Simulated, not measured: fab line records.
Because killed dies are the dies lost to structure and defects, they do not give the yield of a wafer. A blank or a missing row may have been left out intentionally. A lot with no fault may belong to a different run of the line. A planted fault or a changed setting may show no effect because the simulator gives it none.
fab line records ; flow n5-finfet
record: lots: 7; wafers: 21
route steps=1938 shown WELL_APT@25 PMOS_HMC_CHANNEL_EPI@63 FIN_SAQP@109 FIN_CUT@160 DUMMY_GATE@224
start-h: hours from the record's first day to the start of the lot's first wafer shown ; wait-h: hours from the lot's prior step to this one ; " as in the row above ; L1.1+2: one row covering several wafers at once ; - no value, or no start was given ; * or withheld: withheld ; < > ~ a bound
route shown NAME@n: names a module that has steps shown in the file, with the first one's number in the route ; usual: mean and standard deviation over wafers with no fault ; same: alike in all rows ; chamber/n: place in a boat ; sites: each site's reading ; _std_site: standard deviation of those values ; _edge_site: outer sites' mean less inner sites' ; radius-mm: for every site, how far away it sits from the centre of the wafer ; mask NAME#n: copy n ; behind: the last tool/chamber to shape the wafer ; hold: cause of the lot's hold/its duration in hours/its outcome ; device: transistor that didn't switch, given as n, p or np ; end of line: the same wafers' tests at the end of the route ; for a step that has no rows: nothing shown but its recipe ; killed: at the first sort, the dies lost to defects and structure; wafer yield is something else ; map: shows each die of a wafer: x if killed, . if not, _ if none is there
set.NAME: the run value of the setting; set.NAME@STEP: its run value at that earlier step ; model.NAME: the simulator's own value behind a step, which no gauge read
lots whose settings were changed on purpose; a table a step, a row a wafer
== steps ==
step: N5_WELL_APT_PEB_06
recipe: peb-temp-c: 130; peb-time-s: 90
lot.wafer;tool;chamber;start-h;wait-h;set.peb-time-s
L083.3+4;litho-track-05;0;67.81;0.0;74.52
L083.6;litho-track-05;0;67.81;0.0;90
L089.2;litho-track-01;0;103.86;0.0;76.48
L089.5+6;litho-track-01;0;103.86;0.0;90
L090.1+2+6;litho-track-05;0;109.60;0.1;90
L091.2+4+5;litho-track-01;0;115.58;0.0;90
L092.1+5;litho-track-05;0;121.96;0.1;109.8
L092.3;litho-track-05;0;121.96;0.1;90
L094.2+4;litho-track-02;0;133.74;0.0;90
L094.6;litho-track-02;0;133.74;0.0;106.9
L097.1;litho-track-02;0;151.44;0.1;90
L097.2+4;litho-track-02;0;151.44;0.1;74.16
step: N5_WELL_APT_DEVELOP_07
recipe: develop-time-s: 45; rinse-liquid: surfactant-rinse; dry: air-spin; dev-temp-c: 21
step: N5_WELL_APT_HARDBAKE_12
recipe: temp-c: 130; time-s: 120
step: N5_WELL_APT_CD_MEAS_08
recipe: target-cd-nm: 200; landing-energy-ev: 500; detector: se-inlens
usual: cd-nm: 199.8/1.8
lot.wafer;tool;chamber;start-h;wait-h;set.peb-time-s@WELL_APT_PEB_06;cd-nm
L083.3;cd-sem-02;0;67.93;-;74.52;190.9
L083.4;cd-sem-02;0;67.93;-;74.52;190.6
L083.6;cd-sem-02;0;67.93;-;90;198.0
L089.2;cd-sem-03;0;103.97;-;76.48;194.4
L089.5;cd-sem-03;0;103.97;-;90;200.0
L089.6;cd-sem-03;0;103.97;-;90;201.7
L090.1;cd-sem-02;0;109.72;-;90;197.8
L090.2;cd-sem-02;0;109.72;-;90;197.0
L090.6;cd-sem-02;0;109.72;-;90;199.0
L091.2;cd-sem-03;0;115.70;-;90;202.7
L091.4;cd-sem-03;0;115.70;-;90;203.1
L091.5;cd-sem-03;0;115.70;-;90;204.2
L092.1;cd-sem-01;0;122.07;-;109.8;205.9
L092.3;cd-sem-01;0;122.07;-;90;198.4
L092.5;cd-sem-01;0;122.07;-;109.8;206.5
L094.2;cd-sem-02;0;133.85;-;90;199.9
L094.4;cd-sem-02;0;133.85;-;90;198.7
L094.6;cd-sem-02;0;133.85;-;106.9;206.7
L097.1;cd-sem-03;0;151.56;-;90;198.9
L097.2;cd-sem-03;0;151.56;-;74.16;191.7
L097.4;cd-sem-03;0;151.56;-;74.16;191.8
step: N5_WELL_APT_DESCUM_13
recipe: chemistry: O2; time-s: 7.9; source-power-w: 50; bias-power-w: 20; pressure-mtorr: 20; rf-frequency-hz: 2.712e+07; temp-c: 40; o2-flow-sccm: 225
lot.wafer;tool;chamber;start-h;wait-h;set.time-s;set.peb-time-s@WELL_APT_PEB_06;model.WELL_APT.cd-nm
L083.3;rie-diel-05;0;68.25;0.3;8.366;74.52;191
L083.4;rie-diel-05;2;68.25;0.3;7.9;74.52;190.3
L083.6;rie-diel-05;1;68.25;0.3;7.9;90;197.9
L089.2;rie-diel-06;1;104.06;0.0;7.9;76.48;194.3
L089.5;rie-diel-06;3;104.06;0.0;7.9;90;199.8
L089.6;rie-diel-06;1;104.06;0.0;7.9;90;201.7
L090.1;rie-diel-06;3;109.81;0.0;7.9;90;197.6
L090.2;rie-diel-06;0;109.81;0.0;7.9;90;197.2
L090.6;rie-diel-06;1;109.81;0.0;7.9;90;198.6
L091.2;rie-diel-06;0;115.82;0.1;7.9;90;202.5
L091.4;rie-diel-06;1;115.82;0.1;8.781;90;203
L091.5;rie-diel-06;1;115.82;0.1;8.781;90;204
L092.1;rie-diel-02;2;122.16;0.0;7.9;109.8;206
L092.3;rie-diel-02;1;122.16;0.0;9.533;90;198.6
L092.5;rie-diel-02;3;122.16;0.0;7.9;109.8;206.4
L094.2;rie-diel-05;2;133.99;0.1;7.9;90;199.8
L094.4;rie-diel-05;0;133.99;0.1;7.9;90;198.6
L094.6;rie-diel-05;3;133.99;0.1;7.9;106.9;206.6
L097.1;rie-diel-06;0;151.65;0.0;7.07;90;198.8
L097.2;rie-diel-06;3;151.65;0.0;7.9;74.16;191.4
L097.4;rie-diel-06;3;151.65;0.0;7.07;74.16;191.6
step: N5_PMOS_HMC_CHANNEL_EPI_PEB_07
recipe: peb-temp-c: 110; peb-time-s: 60; resist: CAR-ArF-block
lot.wafer;tool;chamber;start-h;wait-h;set.peb-temp-c
L083.3;litho-track-04;0;71.32;0.0;110
L083.4+6;litho-track-04;0;71.32;0.0;113.2
L089.2+5;litho-track-04;0;107.42;0.0;110
L089.6;litho-track-04;0;107.42;0.0;111.2
L090.1+2+6;litho-track-03;0;113.09;0.1;110
L091.2+5;litho-track-04;0;119.12;0.0;113.4
L091.4;litho-track-04;0;119.12;0.0;110
L092.1;litho-track-04;0;125.71;0.1;110
L092.3+5;litho-track-04;0;125.71;0.1;112.2
L094.2+4+6;litho-track-04;0;137.40;0.0;110
L097.1+4;litho-track-04;0;154.94;0.1;110
L097.2;litho-track-04;0;154.94;0.1;107.8
step: N5_PMOS_HMC_CHANNEL_EPI_DEVELOP_08
recipe: develop-time-s: 30; developer: TMAH; resist: CAR-ArF-block; dev-temp-c: 23; rinse-liquid: diw; dry: air-spin
lot.wafer;tool;chamber;start-h;wait-h;set.develop-time-s
L083.3+6;litho-track-04;0;-;-;30
L083.4;litho-track-04;0;-;-;32.07
L089.2+5+6;litho-track-04;0;-;-;27.96
L090.1+2+6;litho-track-03;0;-;-;30
L091.2+4;litho-track-04;0;-;-;23.63
L091.5;litho-track-04;0;-;-;30
L092.1+5;litho-track-04;0;-;-;30
L092.3;litho-track-04;0;-;-;24.95
L094.2;litho-track-04;0;-;-;33.38
L094.4+6;litho-track-04;0;-;-;30
L097.1;litho-track-04;0;-;-;30
L097.2+4;litho-track-04;0;-;-;31.71
step: N5_PMOS_HMC_CHANNEL_EPI_CD_MEAS_09
recipe: target-cd-nm: 237.4; landing-energy-ev: 500; detector: se-inlens
usual: cd-nm: 237.6/0.96
lot.wafer;tool;chamber;start-h;wait-h;set.peb-temp-c@PMOS_HMC_CHANNEL_EPI_PEB_07;cd-nm
L083.3;cd-sem-03;0;71.38;-;110;237.3
L083.4;cd-sem-03;0;71.38;-;113.2;246.5
L083.6;cd-sem-03;0;71.38;-;113.2;245.4
L089.2;cd-sem-03;0;107.49;-;110;235.7
L089.5;cd-sem-03;0;107.49;-;110;236.0
L089.6;cd-sem-03;0;107.49;-;111.2;240.5
L090.1;cd-sem-03;0;113.16;-;110;237.9
L090.2;cd-sem-03;0;113.16;-;110;237.1
L090.6;cd-sem-03;0;113.16;-;110;237.6
L091.2;cd-sem-03;0;119.19;-;113.4;246.9
L091.4;cd-sem-03;0;119.19;-;110;236.3
L091.5;cd-sem-03;0;119.19;-;113.4;247.8
L092.1;cd-sem-02;0;125.78;-;110;239.3
L092.3;cd-sem-02;0;125.78;-;112.2;242.4
L092.5;cd-sem-02;0;125.78;-;112.2;244.7
L094.2;cd-sem-01;0;137.46;-;110;239.5
L094.4;cd-sem-01;0;137.46;-;110;238.3
L094.6;cd-sem-01;0;137.46;-;110;237.2
L097.1;cd-sem-03;0;155.00;-;110;238.4
L097.2;cd-sem-03;0;155.00;-;107.8;230.6
L097.4;cd-sem-03;0;155.00;-;110;237.9
step: N5_PMOS_HMC_CHANNEL_EPI_DESCUM_14
recipe: chemistry: O2; time-s: 7.9; source-power-w: 50; bias-power-w: 20; pressure-mtorr: 20; rf-frequency-hz: 2.712e+07; temp-c: 40; resist: CAR-ArF-block; o2-flow-sccm: 225
lot.wafer;tool;chamber;start-h;wait-h;set.peb-temp-c@PMOS_HMC_CHANNEL_EPI_PEB_07;model.PMOS_HMC_CHANNEL_EPI.cd-nm
L083.3;rie-diel-01;3;71.47;0.0;110;237.6
L083.4;rie-diel-01;0;71.47;0.0;113.2;246.2
L083.6;rie-diel-01;1;71.47;0.0;113.2;245.3
L089.2;rie-diel-03;1;107.90;0.4;110;236.2
L089.5;rie-diel-03;0;107.90;0.4;110;236
L089.6;rie-diel-03;1;107.90;0.4;111.2;240.5
L090.1;rie-diel-03;2;113.25;0.0;110;237.6
L090.2;rie-diel-03;1;113.25;0.0;110;237.3
L090.6;rie-diel-03;2;113.25;0.0;110;237.1
L091.2;rie-diel-03;2;119.33;0.1;113.4;247
L091.4;rie-diel-03;1;119.33;0.1;110;236.7
L091.5;rie-diel-03;3;119.33;0.1;113.4;247.9
L092.1;rie-diel-01;1;125.91;0.1;110;239.5
L092.3;rie-diel-01;0;125.91;0.1;112.2;242.3
L092.5;rie-diel-01;1;125.91;0.1;112.2;244.7
L094.2;rie-diel-04;2;137.55;0.0;110;239.8
L094.4;rie-diel-04;3;137.55;0.0;110;238.5
L094.6;rie-diel-04;2;137.55;0.0;110;237.9
L097.1;rie-diel-04;0;155.09;0.0;110;238.5
L097.2;rie-diel-04;3;155.09;0.0;107.8;230.5
L097.4;rie-diel-04;1;155.09;0.0;110;238.1
step: N5_PMOS_HMC_CHANNEL_EPI_ETCH_32
recipe: chemistry: N2/H2; target: BARC; stop-on: SiO2; target-depth-a: 858; over-etch-frac: 0.3; time-s: 50.3; ion-energy-ev: 200; mask-material: CAR-ArF-block; pressure-mtorr: 30; source-w: 840; bias-w: 150; n2-flow-sccm: 200; h2-flow-sccm: 200
lot.wafer;tool;chamber;start-h;wait-h;set.peb-temp-c@PMOS_HMC_CHANNEL_EPI_PEB_07;model.PMOS_HMC_CHANNEL_EPI.cd-nm
L083.3;rie-diel-01;3;71.51;0.0;110;238.9
L083.4;rie-diel-01;0;71.51;0.0;113.2;249.1
L083.6;rie-diel-01;1;71.51;0.0;113.2;247.4
L089.2;rie-diel-03;1;107.94;0.0;110;239.5
L089.5;rie-diel-03;0;107.94;0.0;110;237.8
L089.6;rie-diel-03;1;107.94;0.0;111.2;243.2
L090.1;rie-diel-03;2;113.29;0.0;110;239.8
L090.2;rie-diel-03;1;113.29;0.0;110;240.6
L090.6;rie-diel-03;2;113.29;0.0;110;239.4
L091.2;rie-diel-03;2;119.36;0.0;113.4;248.8
L091.4;rie-diel-03;1;119.36;0.0;110;240
L091.5;rie-diel-03;3;119.36;0.0;113.4;250.8
L092.1;rie-diel-01;1;125.94;0.0;110;243
L092.3;rie-diel-01;0;125.94;0.0;112.2;246.1
L092.5;rie-diel-01;1;125.94;0.0;112.2;247.2
L094.2;rie-diel-04;2;137.60;0.0;110;241.3
L094.4;rie-diel-04;3;137.60;0.0;110;239.4
L094.6;rie-diel-04;2;137.60;0.0;110;239.7
L097.1;rie-diel-04;0;155.13;0.0;110;240.8
L097.2;rie-diel-04;3;155.13;0.0;107.8;231.7
L097.4;rie-diel-04;1;155.13;0.0;110;239.9
step: N5_FIN_SAQP_PEB_14
recipe: peb-temp-c: withheld; peb-time-s: 60; resist: CAR-ArF
lot.wafer;tool;chamber;start-h;wait-h;set.peb-time-s
L083.3;litho-track-05;0;75.58;0.0;54.99
L083.4+6;litho-track-05;0;75.58;0.0;60
L089.2+5;litho-track-02;0;111.89;0.0;60
L089.6;litho-track-02;0;111.89;0.0;65.25
L090.1+2+6;litho-track-02;0;117.71;0.1;60
L091.2;litho-track-05;0;123.19;0.0;60
L091.4+5;litho-track-05;0;123.19;0.0;55.75
L092.1+3;litho-track-02;0;130.25;0.1;73.11
L092.5;litho-track-02;0;130.25;0.1;60
L094.2+4+6;litho-track-05;0;141.93;0.0;60
L097.1+2+4;litho-track-02;0;158.98;0.1;60
step: N5_FIN_SAQP_DEVELOP_15
recipe: develop-time-s: 30; developer: TMAH; resist: CAR-ArF; dev-temp-c: 23; rinse-liquid: diw; dry: air-spin
step: N5_FIN_SAQP_CD_MEAS_16
recipe: target-cd-nm: 35.6; landing-energy-ev: 500; detector: se-inlens
usual: cd-nm: 35.63/0.29
lot.wafer;tool;chamber;start-h;wait-h;set.peb-time-s@FIN_SAQP_PEB_14;cd-nm
L083.3;cd-sem-03;0;75.65;-;54.99;36.21
L083.4;cd-sem-03;0;75.65;-;60;35.37
L083.6;cd-sem-03;0;75.65;-;60;35.34
L089.2;cd-sem-03;0;111.96;-;60;35.80
L089.5;cd-sem-03;0;111.96;-;60;35.72
L089.6;cd-sem-03;0;111.96;-;65.25;34.71
L090.1;cd-sem-02;0;117.77;-;60;35.40
L090.2;cd-sem-02;0;117.77;-;60;35.80
L090.6;cd-sem-02;0;117.77;-;60;35.49
L091.2;cd-sem-02;0;123.26;-;60;35.48
L091.4;cd-sem-02;0;123.26;-;55.75;36.73
L091.5;cd-sem-02;0;123.26;-;55.75;36.79
L092.1;cd-sem-02;0;130.32;-;73.11;32.96
L092.3;cd-sem-02;0;130.32;-;73.11;32.96
L092.5;cd-sem-02;0;130.32;-;60;35.46
L094.2;cd-sem-01;0;142.00;-;60;36.15
L094.4;cd-sem-01;0;142.00;-;60;35.86
L094.6;cd-sem-01;0;142.00;-;60;35.72
L097.1;cd-sem-03;0;159.04;-;60;35.88
L097.2;cd-sem-03;0;159.04;-;60;35.83
L097.4;cd-sem-03;0;159.04;-;60;35.27
step: N5_FIN_SAQP_MANDREL_ETCH_22
recipe: target-depth-a: 600; chemistry: HBr/Cl2; target: a-Si; stop-on: SiNx; bt-time-s: 10; over-etch-frac: 0.5; time-s: 30; pressure-mtorr: 10; icp-w: 800; bias-w: 75; HBr_flow_sccm: 150; Cl2_flow_sccm: 80; ends: end-point
lot.wafer;tool;chamber;start-h;wait-h;set.icp-w;model.SOC_of_FIN_SAQP_COAT_49.thk-nm
L083.3;rie-si-02;3;76.02;0.0;800;76.06
L083.4;rie-si-02;1;76.02;0.0;800;76.78
L083.6;rie-si-02;3;76.02;0.0;800;76.03
L089.2;rie-si-05;0;112.92;0.0;800;75.53
L089.5;rie-si-05;0;112.92;0.0;658.8;77.17
L089.6;rie-si-05;3;112.92;0.0;800;75.81
L090.1;rie-si-05;2;118.15;0.0;800;75.23
L090.2;rie-si-05;0;118.15;0.0;800;75.76
L090.6;rie-si-05;2;118.15;0.0;800;75.07
L091.2;rie-si-05;1;123.64;0.0;800;75.53
L091.4;rie-si-05;3;123.64;0.0;672.7;77.58
L091.5;rie-si-05;0;123.64;0.0;672.7;77.16
L092.1;rie-si-02;1;130.70;0.0;905.6;75.22
L092.3;rie-si-02;3;130.70;0.0;905.6;74.9
L092.5;rie-si-02;3;130.70;0.0;800;76.09
L094.2;rie-si-02;0;142.37;0.0;800;75.87
L094.4;rie-si-02;3;142.37;0.0;733.9;76.34
L094.6;rie-si-02;1;142.37;0.0;800;75.92
L097.1;rie-si-02;1;159.42;0.0;927.2;74.99
L097.2;rie-si-02;3;159.42;0.0;927.2;74.5
L097.4;rie-si-02;2;159.42;0.0;800;76.55
step: N5_FIN_CUT_EXPOSE_05
recipe: mask-id: FIN_CUT; na: 0.33; source-shape: annular; sigma-inner: 0.35; sigma-outer: 0.8; polarization: unpolarized; dose-mj: 45.75
lot.wafer;tool;chamber;start-h;wait-h;mask;set.dose-mj
L083.3+4;euv-scanner-02;0;80.53;-;FIN_CUT#0;45.75
L083.6;euv-scanner-02;0;80.53;-;FIN_CUT#0;48.49
L089.2+6;euv-scanner-01;0;117.63;-;FIN_CUT#0;45.75
L089.5;euv-scanner-01;0;117.63;-;FIN_CUT#0;43.75
L090.1+2+6;euv-scanner-02;0;122.52;-;FIN_CUT#0;45.75
L091.2+4+5;euv-scanner-02;0;127.81;-;FIN_CUT#0;45.75
L092.1+3+5;euv-scanner-02;0;135.48;-;FIN_CUT#0;45.75
L094.2+4;euv-scanner-01;0;147.15;-;FIN_CUT#0;43.26
L094.6;euv-scanner-01;0;147.15;-;FIN_CUT#0;45.75
L097.1+4;euv-scanner-02;0;164.07;-;FIN_CUT#0;45.75
L097.2;euv-scanner-02;0;164.07;-;FIN_CUT#0;47.82
step: N5_FIN_CUT_PEB_06
recipe: peb-temp-c: 100; peb-time-s: 60; resist: CAR-EUV
step: N5_FIN_CUT_DEVELOP_07
recipe: develop-time-s: 30; developer: TMAH; resist: CAR-EUV; rinse-liquid: surfactant-rinse; dry: air-spin; dev-temp-c: 23
step: N5_FIN_CUT_CD_MEAS_08
recipe: target-cd-nm: 29.1; landing-energy-ev: 500; detector: se-inlens; polarity: opening
usual: cd-nm: 29.04/0.23
lot.wafer;tool;chamber;start-h;wait-h;set.dose-mj@FIN_CUT_EXPOSE_05;cd-nm
L083.3;cd-sem-01;0;80.65;-;45.75;28.95
L083.4;cd-sem-01;0;80.65;-;45.75;28.97
L083.6;cd-sem-01;0;80.65;-;48.49;30.27
L089.2;cd-sem-01;0;117.76;-;45.75;29.12
L089.5;cd-sem-01;0;117.76;-;43.75;28.63
L089.6;cd-sem-01;0;117.76;-;45.75;29.37
L090.1;cd-sem-01;0;122.66;-;45.75;28.82
L090.2;cd-sem-01;0;122.66;-;45.75;28.99
L090.6;cd-sem-01;0;122.66;-;45.75;29.05
L091.2;cd-sem-03;0;127.94;-;45.75;29.05
L091.4;cd-sem-03;0;127.94;-;45.75;28.92
L091.5;cd-sem-03;0;127.94;-;45.75;29.06
L092.1;cd-sem-02;0;135.61;-;45.75;29.10
L092.3;cd-sem-02;0;135.61;-;45.75;29.42
L092.5;cd-sem-02;0;135.61;-;45.75;29.18
L094.2;cd-sem-03;0;147.28;-;43.26;28.13
L094.4;cd-sem-03;0;147.28;-;43.26;27.77
L094.6;cd-sem-03;0;147.28;-;45.75;29.07
L097.1;cd-sem-02;0;164.20;-;45.75;28.74
L097.2;cd-sem-02;0;164.20;-;47.82;29.77
L097.4;cd-sem-02;0;164.20;-;45.75;28.94
step: N5_FIN_CUT_DESCUM_13
recipe: chemistry: O2; time-s: 7; source-power-w: 50; bias-power-w: 20; pressure-mtorr: 20; rf-frequency-hz: 2.712e+07; temp-c: 40; resist: CAR-EUV; o2-flow-sccm: 225
step: N5_FIN_CUT_ETCH_30
recipe: chemistry: N2/H2; target: underlayer; target-depth-a: 130; mask-material: CAR-EUV; time-s: 10.4; ion-energy-ev: 200; pressure-mtorr: 30; source-w: 840; bias-w: 150; n2-flow-sccm: 200; h2-flow-sccm: 200; ends: cleared
lot.wafer;tool;chamber;start-h;wait-h;set.dose-mj@FIN_CUT_EXPOSE_05;model.FIN_CUT.cd-offset-nm
L083.3+4;rie-diel-01;3,2;81.15;0.0;45.75;0
L083.6;rie-diel-01;1;81.15;0.0;48.49;1.2
L089.2+6;rie-diel-01;1,3;117.91;0.0;45.75;0.2
L089.5;rie-diel-01;1;117.91;0.0;43.75;-0.6
L090.1+6;rie-diel-01;1,3;123.10;0.0;45.75;0.2
L090.2;rie-diel-01;0;123.10;0.0;45.75;-0.2
L091.2+4+5;rie-diel-04;0,2,1;128.27;0.0;45.75;-0.2
L092.1;rie-diel-03;0;135.77;0.0;45.75;-0.2
L092.3+5;rie-diel-03;3,0;135.77;0.0;45.75;0
L094.2+4;rie-diel-04;1,2;147.44;0.0;43.26;-1
L094.6;rie-diel-04;2;147.44;0.0;45.75;0
L097.1;rie-diel-04;2;164.36;0.0;45.75;-0.4
L097.2;rie-diel-04;3;164.36;0.0;47.82;0.8
L097.4;rie-diel-04;1;164.36;0.0;45.75;-0.2
step: N5_FIN_CUT_ETCH_20
recipe: chemistry: CF4; target: SiARC; target-depth-a: 260; mask-material: CAR-EUV; time-s: 43.3; ion-energy-ev: 80; pressure-mtorr: 40; source-w: 545; bias-w: 36; Ar_flow_sccm: 100; cf4-flow-sccm: 100; ends: cleared
lot.wafer;tool;chamber;start-h;wait-h;set.dose-mj@FIN_CUT_EXPOSE_05;model.FIN_CUT.cd-offset-nm
L083.3;rie-diel-01;3;81.17;0.0;45.75;0.2
L083.4;rie-diel-01;2;81.17;0.0;45.75;0
L083.6;rie-diel-01;1;81.17;0.0;48.49;1.2
L089.2;rie-diel-01;1;117.93;0.0;45.75;0.4
L089.5;rie-diel-01;1;117.93;0.0;43.75;-0.4
L089.6;rie-diel-01;3;117.93;0.0;45.75;0.2
L090.1+6;rie-diel-01;1,3;123.11;0.0;45.75;0.2
L090.2;rie-diel-01;0;123.11;0.0;45.75;0
L091.2;rie-diel-04;0;128.29;0.0;45.75;0
L091.4+5;rie-diel-04;2,1;128.29;0.0;45.75;-0.2
L092.1+3;rie-diel-03;0,3;135.79;0.0;45.75;-0.2
L092.5;rie-diel-03;0;135.79;0.0;45.75;0
L094.2+4;rie-diel-04;1,2;147.46;0.0;43.26;-1
L094.6;rie-diel-04;2;147.46;0.0;45.75;0
L097.1+4;rie-diel-04;2,1;164.38;0.0;45.75;-0.2
L097.2;rie-diel-04;3;164.38;0.0;47.82;0.8
step: N5_DUMMY_GATE_COAT_28
recipe: resist: underlayer; temp-c: 205; time-s: 60; spin-rpm: 1500; resist-thk-nm: 10
lot.wafer;tool;chamber;start-h;wait-h;set.spin-rpm;model.underlayer_of_DUMMY_GATE_COAT_28.thk-nm
L083.3+4+6;litho-track-05;0;-;-;1500;10
L089.2;litho-track-05;0;-;-;1592;9.8
L089.5+6;litho-track-05;0;-;-;1500;10
L090.1+2+6;litho-track-05;0;-;-;1500;10
L091.2+5;litho-track-05;0;-;-;1500;10
L091.4;litho-track-05;0;-;-;1587;9.8
L092.1;litho-track-05;0;-;-;1500;10
L092.3+5;litho-track-05;0;-;-;1438;10.2
L094.2+4;litho-track-03;0;-;-;1500;10
L094.6;litho-track-03;0;-;-;1628;9.6
L097.1+2;litho-track-05;0;-;-;1386;10.4
L097.4;litho-track-05;0;-;-;1500;10
== key ==
split: step: N5_WELL_APT_PEB_06; setting: peb-time-s; stated: 90; by: wafer
response: step: N5_WELL_APT_CD_MEAS_08; reading: cd-nm; change: +0.396; per: 1%; r: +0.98
response: step: N5_WELL_APT_DESCUM_13; reading: model.WELL_APT.cd-nm; change: +0.393; per: 1%; r: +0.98
split: step: N5_WELL_APT_DESCUM_13; setting: time-s; stated: 7.9; by: wafer
response none clear
split: step: N5_PMOS_HMC_CHANNEL_EPI_PEB_07; setting: peb-temp-c; stated: 110; by: wafer
response: step: N5_PMOS_HMC_CHANNEL_EPI_CD_MEAS_09; reading: cd-nm; change: +3.24; per: 1%; r: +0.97
response: step: N5_PMOS_HMC_CHANNEL_EPI_DESCUM_14; reading: model.PMOS_HMC_CHANNEL_EPI.cd-nm; change: +3.13; per: 1%; r: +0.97
response: step: N5_PMOS_HMC_CHANNEL_EPI_ETCH_32; reading: model.PMOS_HMC_CHANNEL_EPI.cd-nm; change: +3.19; per: 1%; r: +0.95
split: step: N5_PMOS_HMC_CHANNEL_EPI_DEVELOP_08; setting: develop-time-s; stated: 30; by: wafer
response none clear
split: step: N5_FIN_SAQP_PEB_14; setting: peb-time-s; stated: 60; by: wafer
response: step: N5_FIN_SAQP_CD_MEAS_16; reading: cd-nm; change: -0.119; per: 1%; r: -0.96
split: step: N5_FIN_SAQP_MANDREL_ETCH_22; setting: icp-w; stated: 800; by: wafer
response: step: N5_FIN_SAQP_MANDREL_ETCH_22; reading: model.SOC_of_FIN_SAQP_COAT_49.thk-nm; change: -0.0958; per: 1%; r: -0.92
split: step: N5_FIN_CUT_EXPOSE_05; setting: dose-mj; stated: 45.75; by: wafer
response: step: N5_FIN_CUT_CD_MEAS_08; reading: cd-nm; change: +0.199; per: 1%; r: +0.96
response: step: N5_FIN_CUT_ETCH_30; reading: model.FIN_CUT.cd-offset-nm; change: +0.201; per: 1%; r: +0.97
response: step: N5_FIN_CUT_ETCH_20; reading: model.FIN_CUT.cd-offset-nm; change: +0.187; per: 1%; r: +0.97
split: step: N5_DUMMY_GATE_COAT_28; setting: spin-rpm; stated: 1500; by: wafer
response: step: N5_DUMMY_GATE_COAT_28; reading: model.underlayer_of_DUMMY_GATE_COAT_28.thk-nm; change: -0.0442; per: 1%; r: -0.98
